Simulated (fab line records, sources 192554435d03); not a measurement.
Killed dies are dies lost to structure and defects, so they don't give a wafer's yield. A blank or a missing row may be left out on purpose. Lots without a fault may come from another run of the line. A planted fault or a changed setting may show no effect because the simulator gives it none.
Which tool did it? | flow n5_finfet | 10 lots, 30 wafers sampled, at 5 steps of a route of 1938

WHAT THE GAUGES READ, wafer by wafer
N5_MOL_CONTACT_COAG_CD_MEAS_99: target cd 17.2 nm. Usual: cd_nm 17.4 nm, standard deviation 0.35.
lot  | measured     | on        | cd_nm (nm)     | flag
L112 | day 5 09:46  | cd_sem-01 | 17.9 17.7 17.5 |
L113 | day 5 16:55  | cd_sem-01 | 17.1 17.3 17.8 |
L116 | day 6 12:04  | cd_sem-01 | 17.7 17.5 16.9 |
L117 | day 6 16:28  | cd_sem-03 | 17.4 17.7 17.8 |
L123 | day 8 03:38  | cd_sem-03 | 16.6 17.0 16.8 |
L126 | day 9 01:52  | cd_sem-02 | 17.5 17.8 17.4 |
L127 | day 9 03:26  | cd_sem-01 | 17.5 17.5 17.6 |
L129 | day 9 20:20  | cd_sem-01 | 18.1 17.7 17.9 |
L131 | day 10 03:42 | cd_sem-02 | 17.0 16.7 17.0 |
L132 | day 10 09:12 | cd_sem-02 | 17.2 16.9 17.6 |

N5_BEOL_M4_RC_MEAS_101. Usual: DIBL_N 36.8 mV/V, standard deviation 1.5; DIBL_P 37.1 mV/V, standard deviation 2.1; IOFF_N 0.168 nA/um, standard deviation 0.03; IOFF_P 0.22 nA/um, standard deviation 0.034; ION_N 679 uA/um, standard deviation 12; ION_P 466 uA/um, standard deviation 8; SS_N 71.7 mV/dec, standard deviation 0.58; SS_P 73.5 mV/dec, standard deviation 0.67; VT_N 248.8 mV, standard deviation 2.7; VT_P -250 mV, standard deviation 3.3.
lot  | measured     | on        | DIBL_N (mV/V)  | DIBL_P (mV/V)  | IOFF_N (nA/um)    | IOFF_P (nA/um) | ION_N (uA/um) | ION_P (uA/um) | SS_N (mV/dec)  | SS_P (mV/dec)  | VT_N (mV)         | VT_P (mV)      | flag
L112 | day 8 13:56  | prober-02 | 36.8 37.9 37.9 | 36.8 38.8 37.6 | 0.162 0.184 0.190 | 0.26 0.29 0.26 | 690 689 704   | 482 479 486   | 71.3 71.8 71.9 | 73.5 74.2 73.5 | 248.8 249.6 246.3 | -246 -242 -246 |
L113 | day 8 11:34  | prober-02 | 36.4 38.7 36.0 | 37.5 40.5 37.8 | 0.165 0.200 0.152 | 0.22 0.27 0.23 | 677 687 679   | 468 468 468   | 71.8 72.6 71.0 | 72.7 74.0 72.7 | 247.4 246.2 251.6 | -253 -247 -246 |
L116 | day 9 15:16  | prober-02 | 39.4 37.6 37.8 | 37.8 36.6 37.7 | 0.201 0.169 0.178 | 0.25 0.23 0.25 | 695 684 695   | 471 466 478   | 71.9 72.0 72.0 | 74.3 73.3 73.8 | 248.2 250.7 247.1 | -249 -246 -243 |
L117 | day 9 19:59  | prober-02 | 38.5 35.3 37.8 | 38.9 36.3 39.0 | 0.202 0.153 0.204 | 0.22 0.19 0.24 | 682 678 696   | 455 466 467   | 72.4 72.1 72.0 | 74.0 73.2 74.1 | 246.2 250.0 245.2 | -250 -253 -249 |
L123 | day 11 06:49 | prober-02 | 41.2 36.5 35.5 | 40.8 34.4 32.9 | 0.240 0.138 0.124 | 0.32 0.21 0.18 | 677 662 657   | 468 464 455   | 72.2 71.1 71.1 | 76.2 73.5 72.4 | 245.5 253.0 253.3 | -248 -251 -249 |
L126 | day 12 05:23 | prober-01 | 35.7 33.8 37.9 | 36.8 33.9 39.5 | 0.139 0.118 0.169 | 0.22 0.17 0.27 | 681 674 676   | 472 468 471   | 71.1 70.9 71.7 | 73.4 72.4 73.9 | 252.4 253.6 244.6 | -251 -252 -246 |
L127 | day 12 04:27 | prober-01 | 38.4 37.9 37.8 | 38.2 37.6 38.1 | 0.189 0.169 0.193 | 0.24 0.24 0.25 | 696 677 708   | 480 464 484   | 72.0 71.6 72.4 | 73.4 73.5 74.2 | 246.2 245.0 243.7 | -250 -249 -245 |
L129 | day 13 06:37 | prober-02 | 38.9 36.8 38.6 | 37.8 35.5 36.7 | 0.177 0.135 0.174 | 0.19 0.17 0.18 | 678 675 683   | 460 459 462   | 72.3 70.8 72.4 | 73.9 73.3 73.7 | 247.2 254.0 249.3 | -256 -256 -257 |
L131 | day 13 08:35 | prober-02 | 33.4 34.7 36.5 | 33.0 34.8 36.2 | 0.126 0.147 0.164 | 0.19 0.22 0.26 | 679 681 678   | 469 472 474   | 71.3 71.5 72.4 | 72.9 73.4 73.0 | 252.8 252.4 248.7 | -251 -247 -246 |
L132 | day 14 02:40 | prober-01 | 37.7 38.0 35.4 | 38.6 37.2 34.7 | 0.167 0.171 0.135 | 0.25 0.22 0.18 | 676 680 667   | 467 469 455   | 71.3 71.0 71.3 | 73.1 72.6 72.9 | 249.5 249.2 252.4 | -246 -248 -251 |

WHICH TOOL RAN EACH LOT (tool, then ch and the chambers of the sampled wafers, then the start)
lot  | N5_MOL_CONTACT_COAG_ALD_20          | N5_MOL_CONTACT_COAG_PRE_CLEAN_141 | N5_MOL_CONTACT_COAG_ALD_27
L112 | ald_metal-02 ch 0,2,3, day 5 10:57  | pvd_sputter-03, day 5 11:38       | ald_sin-01 ch 0,1,3, day 5 15:27
L113 | ald_metal-03 ch 1,3, day 5 17:33    | pvd_sputter-02, day 5 18:42       | ald_sin-01 ch 0,2, day 6 00:19
L116 | ald_metal-03 ch 0,1,3, day 6 12:43  | pvd_sputter-02, day 6 13:31       | ald_sin-04 ch 0,2,3, day 6 18:19
L117 | ald_metal-02 ch 2,3, day 6 17:31    | pvd_sputter-03, day 6 18:13       | ald_sin-01 ch 0,1,2, day 6 21:55
L123 | ald_metal-04 ch 1,2,3, day 8 04:50  | pvd_sputter-02, day 8 05:46       | ald_sin-03 ch 0,2, day 8 09:07
L126 | ald_metal-02 ch 1,2,3, day 9 02:28  | pvd_sputter-02, day 9 05:32       | ald_sin-03 ch 0,1,2, day 9 09:40
L127 | ald_metal-04 ch 0,1,3, day 9 05:49  | pvd_sputter-03, day 9 06:27       | ald_sin-01 ch 1,2, day 9 10:08
L129 | ald_metal-03 ch 1,2,3, day 10 01:24 | pvd_sputter-02, day 10 02:40      | ald_sin-03 ch 2,3, day 10 06:26
L131 | ald_metal-04 ch 1,2, day 10 04:43   | pvd_sputter-02, day 10 06:02      | ald_sin-04 ch 0,1,3, day 10 09:20
L132 | ald_metal-04 ch 0,3, day 10 10:23   | pvd_sputter-02, day 10 11:39      | ald_sin-03 ch 1,2,3, day 10 15:16
- N5_MOL_CONTACT_COAG_ALD_20: deposits TiN, target thk 1.5 nm, pulse time 1 s, purge time 3 s.
- N5_MOL_CONTACT_COAG_PRE_CLEAN_141: time 60 s.
- N5_MOL_CONTACT_COAG_ALD_27: deposits SiOC, target thk 17 nm, pulse time 1.5 s, time 2720 s.

WHAT THE TOOLS THEMSELVES READ (means of the sampled wafers that have a number; where no wafer has one, the mark that the record gives instead)
N5_MOL_CONTACT_COAG_ALD_20. Usual: heater_power_outer_w 528 W, standard deviation 35; heater_power_w 841 W, standard deviation 46; precursor_pulse_height_rel 0.998, standard deviation 0.02.
lot  | tool         | heater_power_outer_w (W) | heater_power_w (W) | precursor_pulse_height_rel | flag
L112 | ald_metal-02 | 511                      | 818                | 0.995                      |
L113 | ald_metal-03 | 593                      | 927                | 0.987                      |
L116 | ald_metal-03 | 580                      | 916                | 0.993                      |
L117 | ald_metal-02 | 513                      | 818                | 1.011                      |
L123 | ald_metal-04 | 526                      | 829                | 0.990                      |
L126 | ald_metal-02 | 526                      | 824                | 0.991                      |
L127 | ald_metal-04 | 513                      | 806                | 0.984                      |
L129 | ald_metal-03 | 574                      | 890                | 0.996                      |
L131 | ald_metal-04 | 539                      | 854                | 1.012                      |
L132 | ald_metal-04 | 500                      | 802                | 0.983                      |

N5_MOL_CONTACT_COAG_PRE_CLEAN_141. Usual: heater_power_w 444 W, standard deviation 52.
lot  | tool           | heater_power_w (W) | flag
L112 | pvd_sputter-03 | 440                |
L113 | pvd_sputter-02 | 403                |
L116 | pvd_sputter-02 | 499                |
L117 | pvd_sputter-03 | 460                |
L123 | pvd_sputter-02 | 432                |
L126 | pvd_sputter-02 | 452                |
L127 | pvd_sputter-03 | 444                |
L129 | pvd_sputter-02 | 410                |
L131 | pvd_sputter-02 | 462                |
L132 | pvd_sputter-02 | 420                |

N5_MOL_CONTACT_COAG_ALD_27. Usual: heater_power_outer_w 521 W, standard deviation 94; heater_power_w 838 W, standard deviation 140; precursor_pulse_height_rel 1.000, standard deviation 0.018; run_length_s 2770.2 s, standard deviation 0.57.
lot  | tool       | heater_power_outer_w (W) | heater_power_w (W) | precursor_pulse_height_rel | run_length_s (s) | flag
L112 | ald_sin-01 | 475                      | 784                | 0.999                      | 2770.8           |
L113 | ald_sin-01 | 573                      | 919                | 0.987                      | 2770.7           |
L116 | ald_sin-04 | 449                      | 780                | 0.988                      | 2769.9           |
L117 | ald_sin-01 | 520                      | 816                | 0.997                      | 2642.4           | OFF
L123 | ald_sin-03 | 552                      | 855                | 0.986                      | 2770.0           |
L126 | ald_sin-03 | 598                      | 935                | 0.992                      | 2770.4           |
L127 | ald_sin-01 | 576                      | 881                | 0.994                      | 2770.3           |
L129 | ald_sin-03 | 607                      | 948                | 1.019                      | 2769.5           |
L131 | ald_sin-04 | 439                      | 744                | 1.001                      | 2770.2           |
L132 | ald_sin-03 | 653                      | 1006               | 0.993                      | 2770.0           |

THE ANSWER, worked out from the rows above alone
Rule: a lot is off if the mean of its wafers that have a number lies more than 3 standard deviations from the usual mean. A lot without any number at a reading at which 4 lots or more have one is off too. The other lots that the step has rows for count as sound. The gauges are gone through in route order, then the tools' own readings, and for those a lot's mean is taken as printed above. The first step at which some lot is off is used, and at that step the reading that is off furthest; a lot without a number counts as furthest.
Off: L117, at N5_MOL_CONTACT_COAG_ALD_27 (run_length_s).
A tool fits if, at that step or a process step before it, it ran every lot that is off, and no sound lot after the first of them. None of those tried fits.

WHAT THE SIMULATOR HAD PUT IN
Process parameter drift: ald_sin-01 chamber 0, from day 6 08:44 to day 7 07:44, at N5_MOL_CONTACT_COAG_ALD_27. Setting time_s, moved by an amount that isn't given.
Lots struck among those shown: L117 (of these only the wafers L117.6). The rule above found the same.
